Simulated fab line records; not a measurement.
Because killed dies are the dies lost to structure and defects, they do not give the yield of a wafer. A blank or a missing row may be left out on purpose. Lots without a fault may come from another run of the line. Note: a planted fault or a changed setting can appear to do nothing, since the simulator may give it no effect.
fab line records	flow n5_finfet
record lots=24	wafers=72	last_day=18
route steps=1938 shown BEOL_M15@1793 MIM_BOT@1832 MIM_TOP@1834 MIM_TOP_LITHO@1847
lots that met no fault: taken from a fault-free run of the same line
start_h: hours from the record's opening day to when the first of the lot's shown wafers began	wait_h: hours elapsed since this lot's preceding step	" unchanged from the row above	L1.1+2: one row covering several wafers at once	- no value, or no start given	* or withheld: withheld	< > ~ a bound
route shown NAME@n: a module of which the file shows steps, and the number in the route of the first	usual: the fault-free wafers' mean and standard deviation	same: alike in all rows	chamber/n: place in a boat	sites: per-site readings	_std_site: how widely they spread, as a standard deviation	_edge_site: mean of outer sites minus mean of inner sites	radius_mm: for every site, how far away it sits from the centre of the wafer	mask NAME#n: copy n	behind: tool/chamber where the wafer was last shaped	hold: the reason the lot was held/the length of the hold in hours/how it ended	device: the transistor (n, p or np) that didn't switch	end of line: at the end of the route, the tests of the same wafers	a step with no rows: only its recipe	killed: not the wafer's yield, but the dies lost to structure and defects at the first sort	map: a wafer's dies, x killed, . not, _ none there
set.NAME: the setting the step ran with; set.NAME@STEP: the setting that earlier step ran with	model.NAME: the simulator's own value behind a step, which no gauge read
one table for each step of the route and one row for each wafer, over a sample of lots
services: from which hour (start_h, from the record's first day; less than 0 if before it) a tool's chamber was out of use, for how many hours, and why
## steps
# step N5_BEOL_M15_CD_MEAS_17
# recipe target_cd_nm=360	polarity=opening
# usual cd_nm=361.0/1.6
lot.wafer	tool	chamber	start_h	wait_h	cd_nm
L074.3	cd_sem-02	-	249.06	0.0	360.4
L074.4	"	-	"	"	361.5
L074.6	"	-	"	"	360.1
L075.2	cd_sem-01	-	254.68	0.0	357.6
L075.4	"	-	"	"	358.8
L075.5	"	-	"	"	359.0
L076.1	cd_sem-03	-	260.00	0.0	362.3
L076.4	"	-	"	"	361.4
L076.6	"	-	"	"	362.0
L078.1	cd_sem-01	-	268.80	0.0	359.5
L078.4	"	-	"	"	360.5
L078.6	"	-	"	"	355.9
L077.1	cd_sem-01	-	282.32	0.0	360.3
L077.3	"	-	"	"	360.3
L077.4	"	-	"	"	363.0
L079.1	cd_sem-03	-	287.40	0.0	358.0
L079.5	"	-	"	"	358.2
L079.6	"	-	"	"	357.8
L080.1	cd_sem-02	-	304.41	0.0	360.2
L080.3	"	-	"	"	359.0
L080.4	"	-	"	"	359.9
L081.2	cd_sem-02	-	305.04	0.0	361.0
L081.3	"	-	"	"	363.9
L081.4	"	-	"	"	361.5
L084.3	cd_sem-02	-	333.15	0.0	361.8
L084.5	"	-	"	"	362.2
L084.6	"	-	"	"	359.7
L087.3	cd_sem-03	-	335.80	0.0	363.8
L087.4	"	-	"	"	361.4
L087.6	"	-	"	"	361.7
L083.2	cd_sem-02	-	336.47	0.0	364.5
L083.5	"	-	"	"	363.8
L083.6	"	-	"	"	363.9
L082.4	cd_sem-03	-	341.46	0.0	361.4
L082.5	"	-	"	"	359.8
L082.6	"	-	"	"	360.4
L086.4	cd_sem-02	-	342.36	0.0	363.9
L086.5	"	-	"	"	359.1
L086.6	"	-	"	"	361.6
L085.2	cd_sem-03	-	348.30	0.0	361.0
L085.3	"	-	"	"	360.1
L085.6	"	-	"	"	360.4
L088.1	cd_sem-01	-	348.75	0.0	363.3
L088.2	"	-	"	"	364.3
L088.4	"	-	"	"	362.6
L089.1	cd_sem-03	-	361.41	0.0	361.7
L089.4	"	-	"	"	361.1
L089.6	"	-	"	"	359.0
L091.1	cd_sem-03	-	376.04	0.0	361.4
L091.2	"	-	"	"	362.0
L091.3	"	-	"	"	361.1
L090.1	cd_sem-03	-	377.01	0.0	361.2
L090.3	"	-	"	"	359.8
L090.6	"	-	"	"	361.3
L092.4	cd_sem-03	-	378.97	0.0	360.4
L092.5	"	-	"	"	361.0
L092.6	"	-	"	"	361.4
L093.1	cd_sem-01	-	383.42	0.0	359.3
L093.2	"	-	"	"	358.8
L093.4	"	-	"	"	358.2
L095.2	cd_sem-02	-	383.85	0.0	362.1
L095.4	"	-	"	"	362.2
L095.6	"	-	"	"	361.6
L094.2	cd_sem-03	-	384.31	0.0	360.5
L094.5	"	-	"	"	361.5
L094.6	"	-	"	"	361.1
L096.1	cd_sem-02	-	388.25	0.0	363.3
L096.2	"	-	"	"	362.3
L096.3	"	-	"	"	362.2
L097.1	cd_sem-01	-	412.43	0.0	360.1
L097.2	"	-	"	"	362.0
L097.5	"	-	"	"	360.9
# step N5_BEOL_M15_ETCH_38
# recipe chemistry=CF4/N2	target=SiCN	target_depth_a=1064	taper_deg=2	time_s=120.5	ion_energy_ev=150	mask_material=SiO2	pressure_mtorr=40	source_w=430	bias_w=70	Ar_flow_sccm=100	cf4_flow_sccm=60	n2_flow_sccm=60
# usual drypump_motor_current_A=5.5/0.4	oes_product_au=0.77/0.079	rf_vpp_V=382.1/1.7	showerhead_plenum_p_Torr=2.20/0.062	throttle_valve_pct=15.45/0.16
lot.wafer	tool	chamber	start_h	wait_h	drypump_motor_current_A	oes_product_au	rf_hours_counter_h	rf_vpp_V	showerhead_plenum_p_Torr	throttle_valve_pct
L074.3	rie_diel-04	0	-	-	5.6	0.74	190	382.3	2.19	15.51
L074.4	"	1	"	"	4.9	0.83	78	385.1	2.33	15.45
L074.6	"	3	"	"	5.2	0.71	-	383.4	2.29	15.70
L075.2	rie_diel-05	2	-	-	6.1	0.75	164	382.8	2.21	15.43
L075.4	"	0	"	"	4.7	0.69	246	383.0	2.26	15.63
L075.5	"	2	"	"	6.1	0.75	-	381.4	2.21	15.44
L076.1	rie_diel-03	1	-	-	5.3	0.69	231	383.7	2.27	15.65
L076.4	"	2	"	"	5.4	0.87	-	381.2	2.16	15.32
L076.6	"	1	"	"	5.3	0.69	-	383.5	2.27	15.63
L078.1	rie_diel-03	2	-	-	5.4	0.89	44	380.8	2.16	15.33
L078.4	"	1	"	"	5.3	0.69	235	383.5	2.27	15.66
L078.6	"	2	"	"	5.4	0.88	-	379.9	2.16	15.34
L077.1	rie_diel-03	3	-	-	6.2	0.79	100	381.9	2.13	15.42
L077.3	"	1	"	"	5.2	0.69	238	382.4	2.27	15.67
L077.4	"	2	"	"	5.4	0.86	47	380.3	2.16	15.34
L079.1	rie_diel-04	0	-	-	5.6	0.73	199	381.8	2.19	15.52
L079.5	"	0	"	"	5.6	0.72	-	382.5	2.19	15.53
L079.6	"	1	"	"	4.9	0.84	-	386.4	2.32	15.48
L080.1	rie_diel-05	1	-	-	5.8	0.70	204	379.6	2.11	15.40
L080.3	"	3	"	"	5.8	0.71	181	381.1	2.19	15.52
L080.4	"	2	"	"	6.1	0.74	176	382.0	2.20	15.45
L081.2	rie_diel-03	3	-	-	6.2	0.78	107	381.1	2.13	15.43
L081.3	"	0	"	"	5.6	0.72	216	381.9	2.18	15.41
L081.4	"	2	"	"	5.4	0.86	54	380.1	2.15	15.36
L084.3	rie_diel-03	0	-	-	5.6	0.71	225	380.7	2.18	15.44
L084.5	"	0	"	"	5.6	0.71	-	381.5	2.18	15.44
L084.6	"	3	"	"	6.2	0.77	-	379.8	2.13	15.44
L087.3	rie_diel-03	3	-	-	6.2	0.78	117	380.5	2.13	15.44
L087.4	"	3	"	"	6.2	0.78	-	379.7	2.13	15.43
L087.6	"	2	"	"	5.4	0.85	-	380.0	2.15	15.38
L083.2	rie_diel-04	0	-	-	5.6	0.73	212	381.7	2.18	15.55
L083.5	"	3	"	"	5.2	0.68	-	383.9	2.28	15.75
L083.6	"	0	"	"	5.6	0.72	-	382.4	2.18	15.54
L082.4	rie_diel-03	1	-	-	5.2	0.97	-	382.7	2.26	15.21
L082.5	"	3	"	"	6.2	0.78	-	379.8	2.13	15.44
L082.6	"	2	"	"	5.4	0.85	-	380.3	2.15	15.39
L086.4	rie_diel-04	1	-	-	4.9	0.81	103	385.5	2.32	15.51
L086.5	"	3	"	"	5.3	0.68	-	383.4	2.28	15.76
L086.6	"	0	"	"	5.7	0.72	-	381.4	2.19	15.55
L085.2	rie_diel-05	0	-	-	4.8	0.91	15	384.3	2.25	15.18
L085.3	"	3	"	"	5.8	0.69	194	381.4	2.19	15.55
L085.6	"	0	"	"	4.8	0.91	-	383.7	2.25	15.18
L088.1	rie_diel-04	0	-	-	5.7	0.71	215	381.6	2.18	15.57
L088.2	"	1	"	"	4.9	0.82	105	384.3	2.32	15.51
L088.4	"	2	"	"	5.3	0.85	66	380.5	2.16	15.21
L089.1	rie_diel-04	3	-	-	5.2	0.67	219	383.0	2.28	15.76
L089.4	"	1	"	"	4.9	0.80	109	384.8	2.31	15.51
L089.6	"	3	"	"	5.2	0.67	-	383.6	2.28	15.74
L091.1	rie_diel-04	2	-	-	5.3	0.84	77	381.7	2.15	15.21
L091.2	"	1	"	"	4.9	0.81	117	385.0	2.31	15.53
L091.3	"	3	"	"	5.2	0.68	221	382.6	2.28	15.77
L090.1	rie_diel-04	2	-	-	5.3	0.84	78	380.9	2.15	15.22
L090.3	"	1	"	"	4.9	0.80	117	384.2	2.31	15.52
L090.6	"	3	"	"	5.2	0.67	-	384.0	2.28	15.75
L092.4	rie_diel-05	3	-	-	5.8	0.68	203	381.0	2.19	15.58
L092.5	"	1	"	"	5.8	0.69	-	379.1	2.10	15.45
L092.6	"	2	"	"	6.1	0.72	-	381.2	2.19	15.48
L093.1	rie_diel-05	1	-	-	5.8	0.69	229	380.1	2.10	15.45
L093.2	"	2	"	"	6.1	0.72	201	382.4	2.19	15.52
L093.4	"	0	"	"	4.7	0.89	27	382.4	2.25	15.21
L095.2	rie_diel-03	1	-	-	5.3	0.93	17	384.6	2.26	15.23
L095.4	"	3	"	"	6.2	0.77	135	380.7	2.12	15.46
L095.6	"	3	"	"	6.2	0.77	-	381.1	2.12	15.48
L094.2	rie_diel-03	2	-	-	5.4	0.82	83	381.8	2.14	15.43
L094.5	"	3	"	"	6.2	0.76	-	380.4	2.12	15.49
L094.6	"	2	"	"	5.4	0.82	-	381.1	2.14	15.41
L096.1	rie_diel-03	2	-	-	5.4	0.82	84	382.0	2.14	15.44
L096.2	"	1	"	"	5.3	0.91	19	384.0	2.26	15.23
L096.3	"	0	"	"	5.6	0.71	244	382.0	2.17	15.47
L097.1	rie_diel-04	3	-	-	5.2	0.67	238	384.5	2.27	15.80
L097.2	"	0	"	"	5.7	0.70	232	382.6	2.18	15.59
L097.5	"	3	"	"	5.2	0.66	-	384.3	2.27	15.79
# step N5_BEOL_M15_INSPECT_55
# recipe inspect_instrument=darkfield	mode=post_dep
# usual raw_defect_count=69/21
lot.wafer	tool	chamber	start_h	wait_h	raw_defect_count
L074.3	defect_inspect-02	-	257.38	0.0	49
L074.4	"	-	"	"	38
L074.6	"	-	"	"	46
L075.2	defect_inspect-02	-	263.32	0.0	77
L075.4	"	-	"	"	51
L075.5	"	-	"	"	83
L076.1	defect_inspect-01	-	266.05	0.0	53
L076.4	"	-	"	"	49
L076.6	"	-	"	"	32
L078.1	defect_inspect-02	-	274.44	0.0	83
L078.4	"	-	"	"	80
L078.6	"	-	"	"	50
L077.1	defect_inspect-02	-	287.41	0.0	78
L077.3	"	-	"	"	65
L077.4	"	-	"	"	56
L079.1	defect_inspect-01	-	295.63	0.0	85
L079.5	"	-	"	"	58
L079.6	"	-	"	"	56
L080.1	defect_inspect-02	-	308.20	0.0	94
L080.3	"	-	"	"	70
L080.4	"	-	"	"	95
L081.2	defect_inspect-01	-	313.08	0.0	73
L081.3	"	-	"	"	68
L081.4	"	-	"	"	56
L084.3	defect_inspect-02	-	338.41	0.0	99
L084.5	"	-	"	"	58
L084.6	"	-	"	"	65
L087.3	defect_inspect-02	-	339.43	0.0	93
L087.4	"	-	"	"	88
L087.6	"	-	"	"	100
L083.2	defect_inspect-01	-	340.41	0.0	34
L083.5	"	-	"	"	49
L083.6	"	-	"	"	50
L082.4	defect_inspect-01	-	346.04	0.0	114
L082.5	"	-	"	"	53
L082.6	"	-	"	"	59
L086.4	defect_inspect-02	-	346.45	0.0	108
L086.5	"	-	"	"	75
L086.6	"	-	"	"	47
L085.2	defect_inspect-02	-	354.32	0.0	84
L085.3	"	-	"	"	72
L085.6	"	-	"	"	93
L088.1	defect_inspect-01	-	354.40	0.0	57
L088.2	"	-	"	"	85
L088.4	"	-	"	"	60
L089.1	defect_inspect-01	-	366.23	0.0	58
L089.4	"	-	"	"	82
L089.6	"	-	"	"	96
L091.1	defect_inspect-02	-	381.67	0.0	48
L091.2	"	-	"	"	56
L091.3	"	-	"	"	81
L090.1	defect_inspect-02	-	382.35	0.0	57
L090.3	"	-	"	"	74
L090.6	"	-	"	"	58
L092.4	defect_inspect-01	-	385.52	0.0	70
L092.5	"	-	"	"	79
L092.6	"	-	"	"	68
L093.1	defect_inspect-02	-	389.63	0.0	91
L093.2	"	-	"	"	55
L093.4	"	-	"	"	84
L095.2	defect_inspect-01	-	390.16	0.0	50
L095.4	"	-	"	"	79
L095.6	"	-	"	"	118
L094.2	defect_inspect-01	-	395.56	0.0	90
L094.5	"	-	"	"	73
L094.6	"	-	"	"	72
L096.1	defect_inspect-01	-	397.99	0.0	68
L096.2	"	-	"	"	72
L096.3	"	-	"	"	44
L097.1	defect_inspect-01	-	418.15	0.0	67
L097.2	"	-	"	"	57
L097.5	"	-	"	"	69
# step N5_MIM_BOT_DEGAS_01
# recipe ambient=vacuum	temp_c=300	time_s=60
# usual heater_power_w=463/37
lot.wafer	tool	chamber	start_h	wait_h	heater_power_w
L074.3	pvd_sputter-01	-	258.95	0.6	441
L074.4	"	-	"	"	453
L074.6	"	-	"	"	458
L075.2	pvd_sputter-03	-	265.75	1.3	459
L075.4	"	-	"	"	481
L075.5	"	-	"	"	413
L076.1	pvd_sputter-03	-	267.12	0.1	424
L076.4	"	-	"	"	458
L076.6	"	-	"	"	479
L078.1	pvd_sputter-01	-	275.63	0.2	444
L078.4	"	-	"	"	471
L078.6	"	-	"	"	476
L077.1	pvd_sputter-01	-	289.37	0.9	454
L077.3	"	-	"	"	491
L077.4	"	-	"	"	434
L079.1	pvd_sputter-01	-	296.81	0.2	440
L079.5	"	-	"	"	444
L079.6	"	-	"	"	440
L080.1	pvd_sputter-01	-	311.33	2.1	448
L080.3	"	-	"	"	457
L080.4	"	-	"	"	428
L081.2	pvd_sputter-02	-	314.56	0.5	528
L081.3	"	-	"	"	570
L081.4	"	-	"	"	489
L084.3	pvd_sputter-03	-	339.54	0.1	463
L084.5	"	-	"	"	461
L084.6	"	-	"	"	424
L087.3	pvd_sputter-03	-	344.02	3.6	467
L087.4	"	-	"	"	452
L087.6	"	-	"	"	477
L083.2	pvd_sputter-01	-	344.24	2.8	450
L083.5	"	-	"	"	422
L083.6	"	-	"	"	438
L082.4	pvd_sputter-01	-	348.14	1.1	463
L082.5	"	-	"	"	432
L082.6	"	-	"	"	442
L086.4	pvd_sputter-02	-	348.22	0.7	529
L086.5	"	-	"	"	475
L086.6	"	-	"	"	459
L085.2	pvd_sputter-02	-	357.15	1.8	527
L085.3	"	-	"	"	491
L085.6	"	-	"	"	519
L088.1	pvd_sputter-01	-	357.21	1.8	446
L088.2	"	-	"	"	434
L088.4	"	-	"	"	452
L089.1	pvd_sputter-01	-	368.34	1.1	480
L089.4	"	-	"	"	428
L089.6	"	-	"	"	457
L091.1	pvd_sputter-01	-	383.84	1.0	451
L091.2	"	-	"	"	445
L091.3	"	-	"	"	481
L090.1	pvd_sputter-02	-	384.15	0.4	439
L090.3	"	-	"	"	576
L090.6	"	-	"	"	539
L092.4	pvd_sputter-03	-	387.54	1.0	453
L092.5	"	-	"	"	469
L092.6	"	-	"	"	469
L093.1	pvd_sputter-03	-	393.83	3.2	450
L093.2	"	-	"	"	422
L093.4	"	-	"	"	478
L095.2	pvd_sputter-02	-	393.92	2.7	443
L095.4	"	-	"	"	540
L095.6	"	-	"	"	477
L094.2	pvd_sputter-01	-	396.91	0.3	477
L094.5	"	-	"	"	441
L094.6	"	-	"	"	422
L096.1	pvd_sputter-01	-	399.55	0.6	443
L096.2	"	-	"	"	451
L096.3	"	-	"	"	486
L097.1	pvd_sputter-01	-	419.40	0.2	447
L097.2	"	-	"	"	434
L097.5	"	-	"	"	451
# step N5_MIM_TOP_ALD_00
# recipe material=Al2O3	target_thk_a=*	temp_c=withheld	ald_precursor_family=TMA	ald_co_reactant=O3	pulse_time_s=withheld	purge_time_s=3	co_reactant_purge_time_s=withheld	co_reactant_pulse_time_s=3	ald_cycles=withheld
# usual precursor_pulse_height_rel=0.999/0.02
lot.wafer	tool	chamber	start_h	wait_h	precursor_pulse_height_rel
L074.3	ald_hk-03	1	259.09	0.1	1.001
L074.4	"	0	"	"	1.017
L074.6	"	0	"	"	1.009
L075.2	ald_hk-03	2	265.89	0.1	0.954
L075.4	"	3	"	"	1.008
L075.5	"	0	"	"	0.998
L076.1	ald_hk-02	2	267.26	0.1	0.951
L076.4	"	1	"	"	0.963
L076.6	"	2	"	"	1.022
L078.1	ald_hk-03	1	275.77	0.1	1.006
L078.4	"	2	"	"	0.987
L078.6	"	1	"	"	0.987
L077.1	ald_hk-01	0	289.51	0.1	1.031
L077.3	"	1	"	"	0.955
L077.4	"	2	"	"	1.028
L079.1	ald_hk-02	3	296.95	0.1	1.017
L079.5	"	2	"	"	0.997
L079.6	"	3	"	"	0.982
L080.1	ald_hk-03	1	311.47	0.1	0.995
L080.3	"	2	"	"	1.000
L080.4	"	3	"	"	1.008
L081.2	ald_hk-02	2	314.70	0.1	0.991
L081.3	"	1	"	"	1.021
L081.4	"	0	"	"	0.982
L084.3	ald_hk-02	2	339.68	0.1	0.995
L084.5	"	1	"	"	0.992
L084.6	"	0	"	"	1.006
L087.3	ald_hk-02	3	344.16	0.1	0.983
L087.4	"	2	"	"	1.019
L087.6	"	2	"	"	1.012
L083.2	ald_hk-01	1	344.40	0.1	1.018
L083.5	"	3	"	"	0.974
L083.6	"	2	"	"	1.000
L082.4	ald_hk-01	1	348.30	0.1	1.000
L082.5	"	2	"	"	1.034
L082.6	"	1	"	"	1.033
L086.4	ald_hk-03	0	348.36	0.1	1.009
L086.5	"	0	"	"	1.018
L086.6	"	3	"	"	1.010
L085.2	ald_hk-02	1	357.29	0.1	1.001
L085.3	"	2	"	"	0.991
L085.6	"	3	"	"	0.978
L088.1	ald_hk-01	2	357.36	0.1	1.013
L088.2	"	0	"	"	1.028
L088.4	"	1	"	"	0.973
L089.1	ald_hk-02	2	368.48	0.1	1.004
L089.4	"	0	"	"	1.004
L089.6	"	3	"	"	1.009
L091.1	ald_hk-01	1	383.98	0.1	1.006
L091.2	"	3	"	"	1.005
L091.3	"	0	"	"	1.016
L090.1	ald_hk-02	1	384.29	0.1	1.020
L090.3	"	0	"	"	1.011
L090.6	"	1	"	"	1.023
L092.4	ald_hk-01	0	387.68	0.1	0.973
L092.5	"	0	"	"	1.010
L092.6	"	1	"	"	0.992
L093.1	ald_hk-03	2	393.97	0.1	0.985
L093.2	"	3	"	"	1.021
L093.4	"	0	"	"	1.020
L095.2	ald_hk-02	1	394.06	0.1	0.973
L095.4	"	2	"	"	1.029
L095.6	"	2	"	"	0.978
L094.2	ald_hk-03	1	397.05	0.1	1.000
L094.5	"	3	"	"	1.004
L094.6	"	0	"	"	0.990
L096.1	ald_hk-02	0	399.69	0.1	1.021
L096.2	"	3	"	"	0.995
L096.3	"	1	"	"	1.005
L097.1	ald_hk-02	3	419.54	0.1	0.971
L097.2	"	2	"	"	1.001
L097.5	"	2	"	"	1.032
# step N5_MIM_TOP_LITHO_CD_MEAS_08
# recipe target_cd_nm=2000	landing_energy_ev=500	detector=se_inlens
# usual cd_nm=1999.9/1.4
lot.wafer	tool	chamber	start_h	wait_h	cd_nm
L074.3	cd_sem-01	0	261.74	-	2000.4
L074.4	"	0	"	"	2000.4
L074.6	"	0	"	"	1999.0
L075.2	cd_sem-01	0	267.12	-	2001.9
L075.4	"	0	"	"	2002.3
L075.5	"	0	"	"	2002.8
L076.1	cd_sem-03	0	269.85	-	2001.9
L076.4	"	0	"	"	2001.9
L076.6	"	0	"	"	2001.5
L078.1	cd_sem-02	0	278.88	-	1998.3
L078.4	"	0	"	"	1999.9
L078.6	"	0	"	"	1999.7
L077.1	cd_sem-01	0	294.04	-	1997.9
L077.3	"	0	"	"	1998.2
L077.4	"	0	"	"	1998.3
L079.1	cd_sem-01	0	298.29	-	1999.3
L079.5	"	0	"	"	1999.2
L079.6	"	0	"	"	1999.1
L080.1	cd_sem-03	0	312.65	-	2001.5
L080.3	"	0	"	"	2004.6
L080.4	"	0	"	"	2001.3
L081.2	cd_sem-03	0	315.73	-	1999.2
L081.3	"	0	"	"	1998.9
L081.4	"	0	"	"	1998.6
L084.3	cd_sem-03	0	344.06	-	1999.4
L084.5	"	0	"	"	1999.2
L084.6	"	0	"	"	2000.4
L087.3	cd_sem-01	0	345.42	-	2000.2
L087.4	"	0	"	"	1998.2
L087.6	"	0	"	"	1998.9
L083.2	cd_sem-01	0	345.76	-	1997.8
L083.5	"	0	"	"	1998.7
L083.6	"	0	"	"	2000.6
L082.4	cd_sem-02	0	349.65	-	2001.8
L082.5	"	0	"	"	1999.5
L082.6	"	0	"	"	1999.5
L086.4	cd_sem-02	0	350.02	-	1998.2
L086.5	"	0	"	"	1999.5
L086.6	"	0	"	"	2000.4
L085.2	cd_sem-03	0	358.38	-	1999.4
L085.3	"	0	"	"	2000.2
L085.6	"	0	"	"	1998.4
L088.1	cd_sem-03	0	358.62	-	2000.5
L088.2	"	0	"	"	2001.0
L088.4	"	0	"	"	2000.8
L089.1	cd_sem-02	0	370.69	-	1999.2
L089.4	"	0	"	"	1999.6
L089.6	"	0	"	"	1998.7
L091.1	cd_sem-02	0	385.07	-	1997.0
L091.2	"	0	"	"	1999.2
L091.3	"	0	"	"	1998.2
L090.1	cd_sem-02	0	385.46	-	1999.2
L090.3	"	0	"	"	1999.9
L090.6	"	0	"	"	1999.1
L092.4	cd_sem-01	0	388.83	-	1999.1
L092.5	"	0	"	"	1999.5
L092.6	"	0	"	"	2001.5
L093.1	cd_sem-01	0	395.49	-	2000.0
L093.2	"	0	"	"	2001.4
L093.4	"	0	"	"	2000.9
L095.2	cd_sem-02	0	395.89	-	2001.3
L095.4	"	0	"	"	2003.8
L095.6	"	0	"	"	1999.7
L094.2	cd_sem-01	0	398.84	-	1998.0
L094.5	"	0	"	"	1998.3
L094.6	"	0	"	"	2000.5
L096.1	cd_sem-02	0	402.48	-	2000.3
L096.2	"	0	"	"	2000.7
L096.3	"	0	"	"	2000.2
L097.1	cd_sem-03	0	420.61	-	2000.4
L097.2	"	0	"	"	1999.6
L097.5	"	0	"	"	1999.2
## services
tool	chamber	start_h	hours	kind
ald_hk-02	-	245.26	0.8	repair
rie_diel-03	3	260.74	9.0	repair
rie_diel-05	-	265.48	2.8	pm
rie_diel-05	0	278.99	-	clean
rie_diel-05	0	278.99	-	consumable_replace:focus_ring
rie_diel-05	0	278.99	22.2	scheduled_down
rie_diel-05	0	278.99	22.2	vent_cycle
ald_hk-01	-	303.44	2.8	pm
rie_diel-04	0	312.76	5.1	repair
rie_diel-03	1	323.78	-	clean
rie_diel-03	1	323.78	-	consumable_replace:focus_ring
rie_diel-03	1	323.78	14.6	scheduled_down
rie_diel-03	1	323.78	14.6	vent_cycle
rie_diel-03	0	340.47	4.7	repair
ald_hk-01	-	354.63	1.6	repair
ald_hk-03	-	357.18	28.1	pm
ald_hk-03	-	385.28	6.0	pm
rie_diel-05	-	395.99	27.4	repair
rie_diel-04	0	398.22	5.7	repair
rie_diel-03	1	410.16	5.3	repair
ald_hk-03	-	415.46	2.1	repair
rie_diel-03	0	415.70	-	clean
rie_diel-03	0	415.70	-	consumable_replace:focus_ring
## key
fault none
